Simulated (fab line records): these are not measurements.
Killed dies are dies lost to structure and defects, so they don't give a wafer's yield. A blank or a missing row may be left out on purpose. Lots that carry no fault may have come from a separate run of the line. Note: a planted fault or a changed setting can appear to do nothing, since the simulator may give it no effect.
fab line records | flow n5_finfet | part 2 of 2: steps 27 to 32 of 32
[record] lots = 5 wafers = 15 last_day = 17
route steps=1938 shown BEOL_M2@921 BEOL_M3@931
lots with no fault: from the same line, run without faults
start_h: hours from the record's opening day to when the first of the lot's shown wafers began | wait_h: how many hours have passed since the lot's step before this one | " unchanged from the row above | L1.1+2: a row that stands for several wafers | - no value present, or no start provided | * or withheld: withheld | < > ~ a bound
route shown NAME@n: a module of which the file shows steps, and the number in the route of the first | usual: the fault-free wafers' mean and standard deviation | same: alike in all rows | chamber/n: place in a boat | sites: each site's reading | _std_site: the standard deviation of these | _edge_site: mean of outer sites minus mean of inner sites | radius_mm: for every site, how far away it sits from the centre of the wafer | mask NAME#n: copy n | behind: tool/chamber where the wafer was last shaped | hold: why the lot went on hold/how many hours it stayed there/how the hold came to an end | device: whichever transistor did not switch (one of n, p or np) | end of line: the tests these same wafers got at the end of their route | step lacking rows: just its recipe | killed: count of dies lost to structure and defects at first sort (not the wafer's yield) | map: the dies of a wafer, with x for killed, . for not killed, _ for no die there
set.NAME: setting as actually run; set.NAME@STEP: the setting as run at that earlier step | model.NAME: the simulator's own value behind a step, which no gauge read
certain route steps with their lots: each step a table, each wafer a row
services: a tool's chamber out of use, with start hour (start_h, from the record's first day; less than 0 if before it), hours out, and reason
[[steps]]
[step N5_BEOL_M3_DESCUM_16]
[recipe] chemistry = O2 time_s = 7 source_power_w = 50 bias_power_w = 20 pressure_mtorr = 20 rf_frequency_hz = 2.712e+07 temp_c = 40 resist = CAR-EUV o2_flow_sccm = 225
[usual] drypump_motor_current_A = 5.6/0.47 oes_product_au = 0.79/0.094 rf_vpp_V = 243.3/1.6 showerhead_plenum_p_Torr = 2.11/0.08 throttle_valve_pct = 20.38/0.2
// columns lot.wafer tool chamber start_h wait_h drypump_motor_current_A oes_product_au rf_hours_counter_h rf_vpp_V showerhead_plenum_p_Torr throttle_valve_pct
L074.3 rie_diel-06 1 151.15 0.0 5.1 0.71 215 243.5 1.99 20.74
L074.4 " 0 " " 5.8 0.95 18 242.7 2.05 20.37
L074.5 " 2 " " 6.2 0.80 - 240.9 1.94 20.36
L079.2 rie_diel-02 1 180.44 0.0 5.1 0.71 230 242.8 2.16 20.53
L079.4 " 3 " " 5.9 0.74 - 244.5 2.09 20.14
L079.6 " 1 " " 5.1 0.71 - 244.4 2.16 20.52
L081.1 rie_diel-02 3 198.31 0.0 5.9 0.74 152 242.5 2.09 20.15
L081.5 " 3 " " 5.9 0.74 - 244.0 2.09 20.16
L081.6 " 1 " " 5.1 0.70 - 246.1 2.15 20.53
L086.2 rie_diel-02 3 249.33 0.1 5.9 0.72 168 242.8 2.08 20.17
L086.5 " 2 " " 5.6 0.71 - 245.3 2.17 20.35
L086.6 " 3 " " 5.9 0.73 - 243.8 2.08 20.18
L094.1 rie_diel-03 0 270.66 0.0 5.5 0.74 163 242.5 2.10 20.59
L094.2 " 2 " " 6.3 0.69 254 244.7 2.15 20.75
L094.5 " 0 " " 5.5 0.75 - 243.5 2.10 20.61
[step N5_BEOL_M3_ETCH_74]
[recipe] chemistry = N2/H2 target = underlayer target_depth_a = 65 mask_material = CAR-EUV time_s = 5.2 ion_energy_ev = 200 pressure_mtorr = 30 source_w = 840 bias_w = 150 n2_flow_sccm = 200 h2_flow_sccm = 200 ends = cleared
[usual] drypump_motor_current_A = 5.6/0.47 etch_rf_on_time_s = 5.17/0.081 h2_flow_sccm = 199.9/0.69 oes_product_au = 0.67/0.081 rf_vpp_V = 524.1/2.8 showerhead_plenum_p_Torr = 2.56/0.096 throttle_valve_pct = 17.77/0.2
// columns lot.wafer tool chamber start_h wait_h drypump_motor_current_A etch_rf_on_time_s h2_flow_sccm oes_product_au rf_hours_counter_h rf_vpp_V showerhead_plenum_p_Torr throttle_valve_pct
L074.3 rie_diel-06 1 151.18 0.0 5.1 5.24 200.2 0.60 215 520.7 2.41 18.07
L074.4 " 0 " " 5.9 5.06 201.2 0.81 18 523.9 2.48 17.70
L074.5 " 2 " " 6.2 5.15 199.3 0.68 - 518.4 2.35 17.83
L079.2 rie_diel-02 1 180.47 0.0 5.1 5.23 200.4 0.61 230 524.4 2.62 17.89
L079.4 " 3 " " 5.9 5.21 200.3 0.63 - 525.9 2.56 17.63
L079.6 " 1 " " 5.1 5.22 198.8 0.61 - 526.3 2.62 17.91
L081.1 rie_diel-02 3 198.34 0.0 5.9 5.20 199.8 0.63 152 523.9 2.55 17.65
L081.5 " 3 " " 5.9 5.20 200.1 0.63 - 524.4 2.55 17.65
L081.6 " 1 " " 5.1 5.17 198.5 0.60 - 526.5 2.61 17.92
L086.2 rie_diel-02 3 249.36 0.0 5.9 5.13 199.7 0.62 168 522.6 2.55 17.67
L086.5 " 2 " " 5.6 5.26 198.5 0.60 - 524.4 2.64 17.76
L086.6 " 3 " " 5.9 5.14 200.7 0.61 - 524.2 2.55 17.65
L094.1 rie_diel-03 0 270.69 0.0 5.5 5.30 199.0 0.62 163 521.8 2.54 17.84
L094.2 " 2 " " 6.3 5.09 200.3 0.59 254 526.4 2.62 18.20
L094.5 " 0 " " 5.5 5.26 199.0 0.63 - 522.6 2.54 17.85
[step N5_BEOL_M3_ETCH_63]
[recipe] chemistry = CF4 target = SiARC target_depth_a = 156 mask_material = CAR-EUV time_s = 26 ion_energy_ev = 80 pressure_mtorr = 40 source_w = 545 bias_w = 36 Ar_flow_sccm = 100 cf4_flow_sccm = 100 ends = cleared
[usual] drypump_motor_current_A = 5.6/0.47 etch_rf_on_time_s = 25.8/0.38 mfc_ar_sccm = 100.0/0.33 oes_product_au = 0.68/0.079 rf_vpp_V = 184.3/1.3 showerhead_plenum_p_Torr = 2.15/0.077 throttle_valve_pct = 15.55/0.2
// columns lot.wafer tool chamber start_h wait_h drypump_motor_current_A etch_rf_on_time_s mfc_ar_sccm oes_product_au rf_hours_counter_h rf_vpp_V showerhead_plenum_p_Torr throttle_valve_pct
L074.3 rie_diel-06 1 151.20 0.0 5.1 26.6 100.2 0.60 215 182.7 2.04 15.91
L074.4 " 0 " " 5.9 25.5 99.9 0.81 18 183.9 2.10 15.48
L074.5 " 2 " " 6.2 25.5 99.7 0.69 - 182.0 1.99 15.49
L079.2 rie_diel-02 1 180.49 0.0 5.1 25.7 99.8 0.61 230 186.1 2.20 15.74
L079.4 " 3 " " 5.9 25.3 99.9 0.64 - 186.9 2.14 15.39
L079.6 " 1 " " 5.0 25.7 100.1 0.61 - 183.9 2.20 15.74
L081.1 rie_diel-02 3 198.36 0.0 5.9 25.6 100.1 0.63 152 183.6 2.14 15.43
L081.5 " 3 " " 5.9 25.6 99.8 0.63 - 183.8 2.14 15.40
L081.6 " 1 " " 5.1 25.8 99.8 0.60 - 185.7 2.19 15.75
L086.2 rie_diel-02 3 249.38 0.0 5.9 25.2 100.4 0.62 168 184.2 2.14 15.44
L086.5 " 2 " " 5.7 25.9 100.3 0.62 - 183.5 2.21 15.57
L086.6 " 3 " " 5.9 25.4 100.3 0.61 - 184.3 2.14 15.44
L094.1 rie_diel-03 0 270.71 0.0 5.5 26.3 99.8 0.63 163 182.1 2.13 15.70
L094.2 " 2 " " 6.4 25.9 99.7 0.59 254 185.0 2.19 15.91
L094.5 " 0 " " 5.5 26.4 99.4 0.63 - 183.3 2.13 15.69
[step N5_BEOL_M3_ETCH_64]
[recipe] chemistry = N2/H2 target = SOC target_depth_a = 750 overetch_a = 150 mask_material = SiARC temp_c = 40 time_s = 112.5 ion_energy_ev = 200 pressure_mtorr = 30 source_w = 840 bias_w = 150 n2_flow_sccm = 200 h2_flow_sccm = 200
[usual] drypump_motor_current_A = 5.6/0.47 h2_flow_sccm = 200.0/0.61 oes_product_au = 0.62/0.07 rf_vpp_V = 524.3/2.8 showerhead_plenum_p_Torr = 2.56/0.096 throttle_valve_pct = 17.73/0.2
// columns lot.wafer tool chamber start_h wait_h drypump_motor_current_A h2_flow_sccm oes_product_au rf_hours_counter_h rf_vpp_V showerhead_plenum_p_Torr throttle_valve_pct
L074.3 rie_diel-06 1 151.23 0.0 5.1 200.1 0.57 215 520.9 2.41 18.05
L074.4 " 0 " " 5.9 200.2 0.74 18 524.6 2.48 17.64
L074.5 " 2 " " 6.2 199.6 0.63 - 519.6 2.35 17.78
L079.2 rie_diel-02 1 180.52 0.0 5.1 200.5 0.57 230 527.5 2.62 17.88
L079.4 " 3 " " 5.9 200.9 0.58 - 523.6 2.56 17.59
L079.6 " 1 " " 5.1 199.9 0.57 - 526.3 2.62 17.88
L081.1 rie_diel-02 3 198.39 0.0 5.9 199.2 0.59 152 523.9 2.55 17.61
L081.5 " 3 " " 5.9 199.6 0.57 - 523.8 2.55 17.61
L081.6 " 1 " " 5.1 199.8 0.56 - 525.9 2.61 17.89
L086.2 rie_diel-02 3 249.41 0.0 5.9 199.4 0.57 168 524.8 2.55 17.65
L086.5 " 2 " " 5.6 200.3 0.57 - 526.2 2.64 17.73
L086.6 " 3 " " 5.9 200.0 0.57 - 524.0 2.55 17.64
L094.1 rie_diel-03 0 270.74 0.0 5.5 200.5 0.59 163 524.2 2.54 17.84
L094.2 " 2 " " 6.4 200.7 0.55 254 526.9 2.61 18.14
L094.5 " 0 " " 5.5 200.0 0.59 - 523.4 2.54 17.83
[step N5_BEOL_M3_STRIP_65]
[recipe] chemistry = N2/H2 temp_c = 40 n2_flow_sccm = 200 h2_flow_sccm = 200 rf_frequency_hz = 6e+07
// columns lot.wafer tool chamber start_h wait_h
L074.3+4+5 rie_diel-06 1,0,2 151.34 0.1
L079.2+4+6 rie_diel-02 1,3,1 180.63 0.1
L081.1+5+6 rie_diel-02 3,3,1 198.50 0.1
L086.2+5+6 rie_diel-02 3,2,3 249.52 0.1
L094.1+2+5 rie_diel-03 0,2,0 270.84 0.1
[step N5_BEOL_M3_STRIP_75]
[recipe] chemistry = N2/H2 temp_c = 40 n2_flow_sccm = 200 h2_flow_sccm = 200 rf_frequency_hz = 6e+07
// columns lot.wafer tool chamber start_h wait_h
L074.3+4+5 rie_diel-06 1,0,2 151.35 0.0
L079.2+4+6 rie_diel-02 1,3,1 180.64 0.0
L081.1+5+6 rie_diel-02 3,3,1 198.51 0.0
L086.2+5+6 rie_diel-02 3,2,3 249.53 0.0
L094.1+2+5 rie_diel-03 0,2,0 270.85 0.0
[[services]]
// columns tool chamber start_h hours kind
cvd_co-01 - 131.44 2.8 pm
pecvd-02 0 134.16 15.0 repair
cmp-01 - 143.04 0.4 repair
pecvd-01 2 149.07 13.8 repair
cmp-01 - 150.96 1.3 repair
pecvd-04 - 158.12 1.4 repair
euv_scanner-02 - 175.47 1.0 pm
pecvd-03 - 187.92 0.5 repair
cvd_co-02 0 193.99 8.1 repair
cvd_co-02 - 195.52 6.9 pm
pecvd-01 - 196.57 1.0 repair
euv_scanner-02 - 207.27 1.4 repair
cmp-01 - 210.55 4.1 pm
rie_diel-03 - 210.92 0.5 repair
euv_scanner-02 - 217.30 0.6 repair
rie_diel-03 2 224.74 5.5 repair
cvd_co-01 0 225.64 10.6 repair
pecvd-03 - 232.47 0.8 repair
cvd_co-01 - 235.07 0.2 repair
euv_scanner-02 - 235.86 1.0 pm
euv_scanner-02 - 236.87 4.6 pm
rie_diel-03 3 237.13 57.4 repair
cmp-01 - 252.97 0.3 repair
rie_diel-02 - 254.90 8.1 repair
